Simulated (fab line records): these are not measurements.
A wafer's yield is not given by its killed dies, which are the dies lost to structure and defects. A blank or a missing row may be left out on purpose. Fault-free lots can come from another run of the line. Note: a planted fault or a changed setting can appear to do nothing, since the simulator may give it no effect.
Split-lot experiment	flow n5Finfet	7 lots, 21 wafers read, on a route of 1938 steps

THE SPLIT
At N5_BEOL_M8_PECVD_70 (deposits SiO2 from TEOS/O2, target thk 20 nm, time 22.7 s), the setting timeS was moved away from the recipe's 22.7 s on 5 of the 21 wafers read, by -13.7% to -4.9%. The other wafers ran this setting at the recipe's value.

The reading is taken at the split's own step.

THE READING
SiO2_of_BEOL_M8_PECVD_70.thkNm (the simulator's own value, which no gauge read), in nm, at N5_BEOL_M8_PECVD_70 (deposits SiO2 from TEOS/O2, target thk 20 nm, time 22.7 s). No usual value for it is given in the file. The 16 wafers here that ran the recipe average 20.0 nm, standard deviation 0.28 nm.

wafer	tool, chamber at the split	timeS as run, s	against the recipe	SiO2_of_BEOL_M8_PECVD_70.thkNm, nm	against lot-mates on the recipe
L074.1	pecvd-01, 2	22.7	recipe	20.2	-
L074.4	pecvd-01, 0,1	22.7	recipe	20.4	-
L074.5	pecvd-01, 0,1	22.7	recipe	20.4	-
L075.3	pecvd-04, 2,0,0	22.7	recipe	20	-
L075.4	pecvd-04, 2,0,0	22.7	recipe	20	-
L075.5	pecvd-04, 2,0,0	22.7	recipe	20	-
L086.2	pecvd-03, 0	22.7	recipe	19.8	-
L086.3	pecvd-03, 2	21.59	-4.9%	19	-1.0
L086.4	pecvd-03, 1	22.7	recipe	20.2	-
L085.2	pecvd-01, 0	22.7	recipe	19.6	-
L085.3	pecvd-01, 1	22.7	recipe	19.8	-
L085.4	pecvd-01, 1	22.7	recipe	20	-
L089.2	pecvd-01, 1	22.7	recipe	19.8	-
L089.4	pecvd-01, 1	22.7	recipe	20	-
L089.5	pecvd-01, 2	22.7	recipe	20.4	-
L095.3	pecvd-03, 2	22.7	recipe	19.4	-
L095.4	pecvd-03, 0,2	20.85	-8.1%	18.2	-1.2
L095.5	pecvd-03, 0,2	20.85	-8.1%	18.2	-1.2
L096.3	pecvd-04, 1	22.7	recipe	19.8	-
L096.5	pecvd-04, 0	19.6	-13.7%	17	-2.8
L096.6	pecvd-04, 1	19.6	-13.7%	17.6	-2.2
Rows listing several chambers each stand for several wafers; the file does not say which wafer went through which chamber.

THE FIT
A straight line over all 21 wafers: SiO2_of_BEOL_M8_PECVD_70.thkNm changes by +0.202 nm for each +1% of timeS; r = +0.96; the points scatter about the line by 0.28 nm.
The same after taking each lot's own level away (the mean of its wafers on the recipe; 21 wafers): +0.176 nm for each +1%; r = +0.97; scatter 0.19 nm.
According to that fit, moving timeS by its largest amount changes the reading by 2.4 nm.
Measured against the standard deviation above, the lots' own levels, which go from 19.40 to 20.33 nm, span 3.4 times it.
Thus the slope moves with the lot-to-lot level: the two fits are different.
Check: with one of the wafers moved furthest among these (-13.7%) left out of the fit, the line predicts -2.17 nm for it against its lot-mates. Against them it came out at -2.8 nm.

FURTHER SPLITS ON THESE WAFERS
Note: prior to the reading, these wafers also went through further splits. Each is held against what the fit with the lots' levels taken away leaves over:
other split on the same wafers	wafers away from the commonest value	r with SiO2_of_BEOL_M8_PECVD_70.thkNm (lot level and that fit taken away)
N5_BEOL_M6_EXPOSE_25 doseMj	10	+0.22
N5_BEOL_M7_DESCUM_33 timeS	11	-0.25
N5_BEOL_M7_ETCH_41 sourceW	6	-0.11

FILE'S OWN FIT
SiO2_of_BEOL_M8_PECVD_70.thkNm changes by +0.176 nm for each +1% of timeS, r = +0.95.
